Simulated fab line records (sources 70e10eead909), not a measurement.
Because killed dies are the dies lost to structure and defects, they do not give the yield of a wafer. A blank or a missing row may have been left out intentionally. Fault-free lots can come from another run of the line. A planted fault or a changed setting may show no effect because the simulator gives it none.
Which of the tools did it? | flow nand-harc | 39 wafers from 13 lots sampled at 4 of the route's 1302 steps

## WHAT THE GAUGES SHOWED, per wafer
NHARC_P_ZERO_WELL_CD_MEAS_52: target cd 2000 nm.
lot  | measured     | on        | cd-nm (nm)
L708 | day 1 09:49  | cd-sem-01 | 1999.0 1999.2 1999.0
L710 | day 1 21:46  | cd-sem-01 | 1999.2 1998.4 1997.7
L711 | day 2 07:38  | cd-sem-02 | 1999.3 1998.4 1998.5
L714 | day 3 14:20  | cd-sem-03 | - - -
L722 | day 6 21:38  | cd-sem-02 | 2001.4 2001.2 2000.8
L723 | day 7 07:21  | cd-sem-01 | 2000.6 2000.3 2000.1
L724 | day 7 17:44  | cd-sem-03 | 1999.3 2000.6 1998.1
L726 | day 8 13:39  | cd-sem-03 | 2001.3 2001.2 2000.5
L727 | day 8 23:45  | cd-sem-01 | 2001.1 1997.6 2001.2
L728 | day 9 09:31  | cd-sem-02 | 1999.1 1998.9 2000.1
L729 | day 9 20:43  | cd-sem-01 | 2000.8 2002.1 1999.5
L730 | day 10 05:24 | cd-sem-01 | 2000.3 2000.4 1999.0
L731 | day 10 15:38 | cd-sem-03 | 2002.8 2000.4 2001.9

## EACH LOT AND THE TOOL THAT RAN IT (in order: tool; ch and the chambers of the sampled wafers; start)
lot  | NHARC_P_ZERO_WELL_ETCH_62                     | NHARC_P_ZERO_WELL_DESCUM_39       | NHARC_P_ZERO_WELL_EXPOSE_49
L708 | rie-diel-04 ch 0,1,3, day 1 08:28 or earlier  | rie-diel-05 ch 1,2, day 1 08:28   | krf-scanner-02 ch 0, day 1 09:40
L710 | rie-diel-03 ch 2,3, day 1 20:17 or earlier    | rie-diel-04 ch 0,3, day 1 20:17   | krf-scanner-04 ch 0, day 1 21:37
L711 | rie-diel-03 ch 0,3, day 2 06:18 or earlier    | rie-diel-03 ch 0,2,3, day 2 06:18 | krf-scanner-04 ch 0, day 2 07:29
L714 | rie-diel-04 ch 2,3, day 3 12:53 or earlier    | rie-diel-05 ch 0,1,2, day 3 12:53 | krf-scanner-03 ch 0, day 3 14:11
L722 | rie-diel-05 ch 1,2,3, day 6 20:10 or earlier  | rie-diel-05 ch 1,2, day 6 20:10   | krf-scanner-03 ch 0, day 6 21:29
L723 | rie-diel-03 ch 1,2, day 7 06:00 or earlier    | rie-diel-04 ch 2,3, day 7 06:00   | krf-scanner-03 ch 0, day 7 07:12
L724 | rie-diel-03 ch 0,2,3, day 7 16:16 or earlier  | rie-diel-03 ch 1,2, day 7 16:16   | krf-scanner-02 ch 0, day 7 17:34
L726 | rie-diel-05 ch 0,1,3, day 8 12:11 or earlier  | rie-diel-05 ch 1,2, day 8 12:11   | krf-scanner-03 ch 0, day 8 13:29
L727 | rie-diel-05 ch 0,1,2, day 8 22:18 or earlier  | rie-diel-03 ch 1,2,3, day 8 22:18 | krf-scanner-04 ch 0, day 8 23:36
L728 | rie-diel-04 ch 2,3, day 9 08:04 or earlier    | rie-diel-05 ch 0,1,3, day 9 08:04 | krf-scanner-02 ch 0, day 9 09:22
L729 | rie-diel-03 ch 0,1,3, day 9 19:14 or earlier  | rie-diel-03 ch 1,3, day 9 19:14   | krf-scanner-03 ch 0, day 9 20:34
L730 | rie-diel-03 ch 0,1,2, day 10 04:02 or earlier | rie-diel-04 ch 1,3, day 10 04:02  | krf-scanner-03 ch 0, day 10 05:14
L731 | rie-diel-05 ch 0,1,3, day 10 14:16 or earlier | rie-diel-03 ch 1,3, day 10 14:16  | krf-scanner-03 ch 0, day 10 15:29
- NHARC_P_ZERO_WELL_ETCH_62: etches the open film in CHF3/Ar, target depth 13 nm, time 6.5 s.
- NHARC_P_ZERO_WELL_DESCUM_39: chemistry O2, time 3 s.
- NHARC_P_ZERO_WELL_EXPOSE_49: exposes mask P HVPW, target cd 2000 nm.

## AS READ BY THE TOOLS THEMSELVES (means over the sampled wafers that have a number; for cases with no such wafer, the mark the record gives instead)
NHARC_P_ZERO_WELL_ETCH_62.
lot  | tool        | drypump-motor-current-A (A) | oes-product-au (a.u.) | rf-vpp-V (V) | showerhead-plenum-p-Torr (Torr) | throttle-valve-pct (%)
L708 | rie-diel-04 | 6.0                         | 0.971                 | 368.2        | 2.27                            | 20.218
L710 | rie-diel-03 | 5.7                         | 0.955                 | 370.3        | 2.32                            | 20.221
L711 | rie-diel-03 | 5.8                         | 0.951                 | 368.2        | 2.24                            | 20.216
L714 | rie-diel-04 | 5.8                         | 0.954                 | 368.1        | 2.24                            | 20.222
L722 | rie-diel-05 | 5.6                         | 0.960                 | 370.5        | 2.38                            | 20.220
L723 | rie-diel-03 | 5.3                         | 0.970                 | 372.8        | 2.43                            | 20.210
L724 | rie-diel-03 | 5.4                         | 0.959                 | 369.8        | 2.33                            | 20.210
L726 | rie-diel-05 | 5.6                         | 0.978                 | 371.9        | 2.38                            | 20.224
L727 | rie-diel-05 | 5.9                         | 0.974                 | 368.7        | 2.27                            | 20.223
L728 | rie-diel-04 | 5.9                         | 0.961                 | 366.9        | 2.22                            | 20.217
L729 | rie-diel-03 | 5.7                         | 0.938                 | 368.9        | 2.24                            | 20.218
L730 | rie-diel-03 | 5.4                         | 0.966                 | 371.1        | 2.34                            | 20.218
L731 | rie-diel-05 | 5.6                         | 0.961                 | 371.3        | 2.37                            | 20.211

NHARC_P_ZERO_WELL_DESCUM_39.
lot  | tool        | drypump-motor-current-A (A) | oes-product-au (a.u.) | rf-vpp-V (V) | showerhead-plenum-p-Torr (Torr) | throttle-valve-pct (%)
L708 | rie-diel-05 | 5.9                         | 1.009                 | 57.8         | 1.88                            | 11.307
L710 | rie-diel-04 | 6.0                         | 0.999                 | 57.0         | 1.80                            | 11.316
L711 | rie-diel-03 | 5.4                         | 0.997                 | 58.8         | 1.91                            | 11.306
L714 | rie-diel-05 | 5.9                         | 1.009                 | 57.7         | 1.87                            | 11.309
L722 | rie-diel-05 | 5.6                         | 0.995                 | 57.2         | 1.92                            | 11.310
L723 | rie-diel-04 | 5.9                         | 0.998                 | 57.4         | 1.81                            | 11.306
L724 | rie-diel-03 | 5.3                         | 1.000                 | 58.6         | 1.98                            | 11.305
L726 | rie-diel-05 | 5.6                         | 1.003                 | 58.1         | 1.91                            | 11.315
L727 | rie-diel-03 | 5.7                         | 1.010                 | 58.1         | 1.89                            | 11.314
L728 | rie-diel-05 | 5.6                         | 1.009                 | 57.8         | 1.94                            | 11.315
L729 | rie-diel-03 | 6.0                         | 1.002                 | 56.8         | 1.82                            | 11.311
L730 | rie-diel-04 | 6.0                         | 1.001                 | 57.2         | 1.84                            | 11.320
L731 | rie-diel-03 | 5.9                         | 1.000                 | 56.5         | 1.82                            | 11.305

NHARC_P_ZERO_WELL_EXPOSE_49.
lot  | tool           | focus-offset-nm (nm)
L708 | krf-scanner-02 | -0.8
L710 | krf-scanner-04 | 0.1
L711 | krf-scanner-04 | 0.1
L714 | krf-scanner-03 | 0.3
L722 | krf-scanner-03 | -0.3
L723 | krf-scanner-03 | -0.0
L724 | krf-scanner-02 | -0.3
L726 | krf-scanner-03 | 0.3
L727 | krf-scanner-04 | 0.2
L728 | krf-scanner-02 | -0.3
L729 | krf-scanner-03 | 0.3
L730 | krf-scanner-03 | -0.3
L731 | krf-scanner-03 | -0.1

## THE ANSWER, worked out from the rows above alone
Rule: the usual values come from the lots themselves. Put in order of their means at a reading, lots are off if they are a third of the lots or fewer, leave a main group of 4 or more, and stand apart from it by a gap of 3 or more times the standard deviation of the main group's means; of several such gaps the widest counts. If all means in a main group match to the digits the tables above print for the reading, that group is not used. Also off: a lot with no number at a reading for which 4 or more lots have one. The other lots that the step has rows for count as sound. The gauges are gone through in route order, then the tools' own readings, and for those a lot's mean is taken as printed above. At the first step where some lot is off, the reading lying furthest off is the one used; lots without a number count as furthest.
Off: L714, at NHARC_P_ZERO_WELL_CD_MEAS_52 (cd-nm). Without a number there: L714. Main group: mean 2000.0 nm, sd 0.99.
If a tool, at a process step before that reading, ran all the lots that are off and no sound lot after the first of them, it fits. Gauges at NHARC_P_ZERO_WELL_CD_MEAS_52: tried the same way as those tools. With no start given for some of its lots, NHARC_P_ZERO_WELL_ETCH_62 uses the hours and lot order of NHARC_P_ZERO_WELL_DESCUM_39. No candidate that was tried fits.

## WHAT THE SIMULATOR HAD PUT IN
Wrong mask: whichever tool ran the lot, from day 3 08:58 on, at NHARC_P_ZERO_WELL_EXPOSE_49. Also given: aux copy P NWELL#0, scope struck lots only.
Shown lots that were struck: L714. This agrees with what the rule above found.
